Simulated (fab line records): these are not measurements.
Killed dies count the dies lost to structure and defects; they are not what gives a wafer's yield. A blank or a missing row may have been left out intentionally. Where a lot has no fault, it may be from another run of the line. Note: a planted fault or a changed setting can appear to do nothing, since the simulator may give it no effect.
Split-lot study    flow n5-finfet    route with 1938 steps; 7 lots, 39 wafers read

== SPLIT DETAILS ==
At N5_FIN_SAQP_SPACER2_ALD_28 (deposits SiO2, target thk 8.1 nm, pulse time 1 s, purge time 2 s), the setting target-thk-a was moved away from the recipe's 81 angstrom on 12 of the 39 wafers read, by -55.8% to +27.5%. The other wafers ran this setting at the recipe's value.

== FROM THE SPLIT TO THE READING: what the file shows between them, 9 steps ==
- N5_FIN_SAQP_SPACER2_ETCHBACK_29: etches SiO2 in CHF3/O2, target depth 12.2 nm, time 6.1 s
- N5_FIN_SAQP_MANDREL2_REMOVE_60: chemistry HBr/Cl2/O2, target a-Si, stops on SiNx, bt time 10 s
- N5_FIN_SAQP_CD_MEAS_31: target cd 8 nm
- N5_FIN_SAQP_HM_OPEN_33: chemistry CH3F/O2, target SiNx, target depth 49.4 nm, time 70.6 s
- N5_FIN_SAQP_ETCH_34: etches SiO2 in C4F6/O2, target depth 45 nm, time 15 s
- N5_FIN_SAQP_STRIP_77: strips in N2/H2, time 90 s
- N5_FIN_SAQP_HM_CD_35: target cd 8 nm
- N5_FIN_SAQP_ETCH_64: etches SiO2 in CF4, target depth 1.5 nm
- N5_FIN_SAQP_FIN_ETCH_36: etches the open film in HBr/Cl2/O2, target depth 120 nm, time 50.4 s

== THE READING ==
cd-nm (nm) at N5_FIN_SAQP_CD_MEAS_37, where the cd target is 8 nm. Fault-free wafers of this fab line usually give 8.13 nm, standard deviation 0.24 nm.

wafer   tool, chamber at the split  target-thk-a as run, angstrom  against the recipe  cd-nm, nm  against lot-mates on the recipe
L074.1  ald-sin-03, 1,2,0           35.79                          -55.8%              3.54       -4.54
L074.2  ald-sin-03, 1,2,0           35.79                          -55.8%              3.40       -4.68
L074.3  ald-sin-03, 3,0             81                             recipe              8.36       -
L074.4  ald-sin-03, 1,2,0           35.79                          -55.8%              3.34       -4.74
L074.5  ald-sin-03, 3,0             81                             recipe              7.96       -
L074.6  ald-sin-03, 1               81                             recipe              7.93       -
L075.1  ald-sin-04, 3,2,1           57.8                           -28.6%              5.66       -2.49
L075.2  ald-sin-04, 1,0,2           81                             recipe              8.54       -
L075.3  ald-sin-04, 1,0,2           81                             recipe              7.96       -
L075.4  ald-sin-04, 3,2,1           57.8                           -28.6%              6.05       -2.10
L075.5  ald-sin-04, 3,2,1           57.8                           -28.6%              5.98       -2.17
L075.6  ald-sin-04, 1,0,2           81                             recipe              7.95       -
L076.1  ald-sin-04, 1,3,3,0         81                             recipe              7.84       -
L076.2  ald-sin-04, 2,0             81                             recipe              8.40       -
L076.3  ald-sin-04, 2,0             81                             recipe              8.00       -
L076.4  ald-sin-04, 1,3,3,0         81                             recipe              8.08       -
L076.5  ald-sin-04, 1,3,3,0         81                             recipe              8.18       -
L076.6  ald-sin-04, 1,3,3,0         81                             recipe              8.47       -
L078.1  ald-sin-01, 0,1,2,1,2       81                             recipe              8.33       -
L078.2  ald-sin-01, 3               81                             recipe              8.26       -
L078.3  ald-sin-01, 0,1,2,1,2       81                             recipe              8.46       -
L078.4  ald-sin-01, 0,1,2,1,2       81                             recipe              7.90       -
L078.5  ald-sin-01, 0,1,2,1,2       81                             recipe              8.64       -
L078.6  ald-sin-01, 0,1,2,1,2       81                             recipe              8.22       -
L079.2  ald-sin-01, 0               81                             recipe              8.24       -
L079.5  ald-sin-01, 2,1             81                             recipe              8.06       -
L079.6  ald-sin-01, 2,1             81                             recipe              8.34       -
L083.1  ald-sin-01, 0,0,1           56.07                          -30.8%              5.68       -2.20
L083.2  ald-sin-01, 1               81                             recipe              7.56       -
L083.3  ald-sin-01, 3               81                             recipe              8.23       -
L083.4  ald-sin-01, 0,0,1           56.07                          -30.8%              5.68       -2.20
L083.5  ald-sin-01, 0,0,1           56.07                          -30.8%              5.74       -2.14
L083.6  ald-sin-01, 3               81                             recipe              7.85       -
L087.1  ald-sin-01, 3,2             81                             recipe              7.83       -
L087.2  ald-sin-01, 3,2             81                             recipe              7.41       -
L087.3  ald-sin-01, 1,0             103.3                          +27.5%              10.08      +2.32
L087.4  ald-sin-01, 1,0             103.3                          +27.5%              10.24      +2.48
L087.5  ald-sin-01, 0               81                             recipe              8.04       -
L087.6  ald-sin-01, 1               103.3                          +27.5%              10.19      +2.43
The file does not say which wafer passed through which chamber wherever a row lists several chambers: such a row stands for several wafers.

THE FIT
A straight line over all 39 wafers: cd-nm changes by +0.0806 nm for each +1% of target-thk-a; r = +0.99; the points scatter about the line by 0.26 nm.
The same after taking each lot's own level away (the mean of its wafers on the recipe; 39 wafers): +0.0818 nm for each +1%; r = +0.99; scatter 0.23 nm.
Per that fit: largest target-thk-a move, reading shift of 4.6 nm.
The span of the lots' own levels, 7.760 to 8.302 nm, comes to 2.3 times the standard deviation stated above.
So the lot-to-lot level changes the slope little: the two slopes agree.
Check: with one of the wafers moved furthest among these (-55.8%) left out of the fit, the line predicts -4.52 nm for it against its lot-mates. It came out at -4.54 nm against them.

== THE WHOLE CHAIN: every reading that the file lists as answering this split, in the file's order ==
step                            what it does                                                       reading                                                                                  change (the file's fit)                 r (the file's)
N5_FIN_SAQP_SPACER2_ALD_28      deposits SiO2, target thk 8.1 nm, pulse time 1 s, purge time 2 s   SiO2_of_FIN_SAQP_SPACER2_ALD_28.thk-nm (the simulator's own value, which no gauge read)  +0.0809 nm for each +1% of the setting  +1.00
N5_FIN_SAQP_MANDREL2_REMOVE_60  chemistry HBr/Cl2/O2, target a-Si, stops on SiNx, bt time 10 s     FIN_SAQP.cd-nm (the simulator's own value, which no gauge read)                          +0.0803 nm for each +1% of the setting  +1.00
N5_FIN_SAQP_CD_MEAS_31          target cd 8 nm                                                     cd-nm                                                                                    +0.0806 nm for each +1% of the setting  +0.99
N5_FIN_SAQP_HM_OPEN_33          chemistry CH3F/O2, target SiNx, target depth 49.4 nm, time 70.6 s  FIN_SAQP.cd-nm (the simulator's own value, which no gauge read)                          +0.0813 nm for each +1% of the setting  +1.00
N5_FIN_SAQP_ETCH_34             etches SiO2 in C4F6/O2, target depth 45 nm, time 15 s              FIN_SAQP.cd-nm (the simulator's own value, which no gauge read)                          +0.0819 nm for each +1% of the setting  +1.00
N5_FIN_SAQP_HM_CD_35            target cd 8 nm                                                     cd-nm                                                                                    +0.0822 nm for each +1% of the setting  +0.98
N5_FIN_SAQP_ETCH_64             etches SiO2 in CF4, target depth 1.5 nm                            FIN_SAQP.cd-nm (the simulator's own value, which no gauge read)                          +0.0825 nm for each +1% of the setting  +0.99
N5_FIN_SAQP_CD_MEAS_37          target cd 8 nm                                                     cd-nm                                                                                    +0.0812 nm for each +1% of the setting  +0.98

== FILE'S OWN FIT ==
cd-nm changes by +0.0812 nm for each +1% of target-thk-a, r = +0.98.
